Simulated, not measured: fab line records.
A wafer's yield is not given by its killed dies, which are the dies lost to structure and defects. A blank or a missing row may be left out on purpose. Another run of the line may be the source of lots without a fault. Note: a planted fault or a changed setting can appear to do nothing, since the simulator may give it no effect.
Matching of chambers / flow nand harc / NHARC_A_STAIRCASE_DESCUM_291 on rie diel-01: 4 sister chambers
The step chemistry O2, time 3 s. 22 wafers are shown with their chamber, then 11 later ones without.

== EACH WAFER AND ITS CHAMBER ==
wafer=L077.1; chamber=3; drypump motor current A (A)=5.0; oes product au (a.u.)=1.009; throttle valve pct (%)=11.321
wafer=L077.5; chamber=3; drypump motor current A (A)=5.0; oes product au (a.u.)=1.002; throttle valve pct (%)=11.322
wafer=L077.6; chamber=0; drypump motor current A (A)=6.0; oes product au (a.u.)=0.991; throttle valve pct (%)=11.294
wafer=L077.2; chamber=1; drypump motor current A (A)=5.6; oes product au (a.u.)=1.004; throttle valve pct (%)=11.316
wafer=L077.3; chamber=2; drypump motor current A (A)=5.5; oes product au (a.u.)=0.992; throttle valve pct (%)=11.325
wafer=L077.4; chamber=0; drypump motor current A (A)=6.0; oes product au (a.u.)=0.986; throttle valve pct (%)=11.314
wafer=L078.2; chamber=1; drypump motor current A (A)=5.6; oes product au (a.u.)=1.014; throttle valve pct (%)=11.311
wafer=L078.4; chamber=3; drypump motor current A (A)=5.0; oes product au (a.u.)=1.012; throttle valve pct (%)=11.319
wafer=L078.5; chamber=2; drypump motor current A (A)=5.5; oes product au (a.u.)=1.004; throttle valve pct (%)=11.323
wafer=L082.2; chamber=1; drypump motor current A (A)=5.6; oes product au (a.u.)=1.003; throttle valve pct (%)=11.311
wafer=L082.3; chamber=0; drypump motor current A (A)=6.0; oes product au (a.u.)=0.980; throttle valve pct (%)=11.309
wafer=L082.6; chamber=1; drypump motor current A (A)=5.7; oes product au (a.u.)=1.007; throttle valve pct (%)=11.305
wafer=L083.1; chamber=1; drypump motor current A (A)=5.6; oes product au (a.u.)=1.021; throttle valve pct (%)=11.315
wafer=L083.2; chamber=0; drypump motor current A (A)=6.0; oes product au (a.u.)=0.993; throttle valve pct (%)=11.326
wafer=L083.5; chamber=0; drypump motor current A (A)=6.0; oes product au (a.u.)=0.996; throttle valve pct (%)=11.315
wafer=L084.1; chamber=2; drypump motor current A (A)=5.5; oes product au (a.u.)=0.976; throttle valve pct (%)=11.307
wafer=L084.2; chamber=0; drypump motor current A (A)=6.0; oes product au (a.u.)=0.986; throttle valve pct (%)=11.308
wafer=L084.5; chamber=0; drypump motor current A (A)=6.0; oes product au (a.u.)=0.989; throttle valve pct (%)=11.296
wafer=L085.1; chamber=0; drypump motor current A (A)=6.0; oes product au (a.u.)=0.983; throttle valve pct (%)=11.305
wafer=L085.3; chamber=3; drypump motor current A (A)=5.0; oes product au (a.u.)=1.000; throttle valve pct (%)=11.319
wafer=L085.4; chamber=2; drypump motor current A (A)=5.5; oes product au (a.u.)=0.981; throttle valve pct (%)=11.313
wafer=L087.1; chamber=3; drypump motor current A (A)=5.0; oes product au (a.u.)=1.007; throttle valve pct (%)=11.313

SIGNATURES (averages over the wafers above)
reading=drypump motor current A; chamber 0=6.000; chamber 1=5.620; chamber 2=5.500; chamber 3=5.000; scatter within a chamber=0.0211
reading=oes product au; chamber 0=0.98800; chamber 1=1.00980; chamber 2=0.98825; chamber 3=1.00600; scatter within a chamber=0.00741
reading=throttle valve pct; chamber 0=11.30837; chamber 1=11.31160; chamber 2=11.31700; chamber 3=11.31880; scatter within a chamber=0.00781
Rule: distance of a wafer from a chamber = root of the sum over the readings of ((wafer's reading minus chamber's mean) / reading's scatter) squared. The wafer belongs to the nearest chamber; if the next one is less than 2 further off, it can't be placed. How the scatter is found: for the shown wafers, subtract from each reading the mean of its chamber, square and add these, divide the total by (wafers less chambers), then take the root.

== WAFERS WITH NO CHAMBER GIVEN ==
wafer=L087.2; drypump motor current A (A)=5.6; oes product au (a.u.)=1.015; throttle valve pct (%)=11.320
wafer=L087.3; drypump motor current A (A)=6.0; oes product au (a.u.)=0.986; throttle valve pct (%)=11.297
wafer=L090.2; drypump motor current A (A)=5.0; oes product au (a.u.)=1.000; throttle valve pct (%)=11.313
wafer=L090.3; drypump motor current A (A)=6.0; oes product au (a.u.)=0.996; throttle valve pct (%)=11.314
wafer=L090.6; drypump motor current A (A)=6.0; oes product au (a.u.)=0.989; throttle valve pct (%)=11.315
wafer=L088.2; drypump motor current A (A)=5.7; oes product au (a.u.)=1.026; throttle valve pct (%)=11.324
wafer=L088.3; drypump motor current A (A)=5.0; oes product au (a.u.)=0.996; throttle valve pct (%)=11.303
wafer=L088.6; drypump motor current A (A)=5.6; oes product au (a.u.)=1.021; throttle valve pct (%)=11.307
wafer=L091.3; drypump motor current A (A)=5.5; oes product au (a.u.)=0.985; throttle valve pct (%)=11.309
wafer=L091.4; drypump motor current A (A)=5.0; oes product au (a.u.)=0.994; throttle valve pct (%)=11.331
wafer=L091.6; drypump motor current A (A)=6.0; oes product au (a.u.)=0.991; throttle valve pct (%)=11.306

== WHICH CHAMBER EACH ONE RAN IN ==
wafer=L087.2; from the rows above=1; in truth=1
wafer=L087.3; from the rows above=0; in truth=0
wafer=L090.2; from the rows above=3; in truth=3
wafer=L090.3; from the rows above=0; in truth=0
wafer=L090.6; from the rows above=0; in truth=0
wafer=L088.2; from the rows above=1; in truth=1
wafer=L088.3; from the rows above=3; in truth=3
wafer=L088.6; from the rows above=1; in truth=1
wafer=L091.3; from the rows above=2; in truth=2
wafer=L091.4; from the rows above=3; in truth=3
wafer=L091.6; from the rows above=0; in truth=0
Placed correctly: 11 of 11. From these rows, 0 cannot be placed. Wrongly placed: 0.
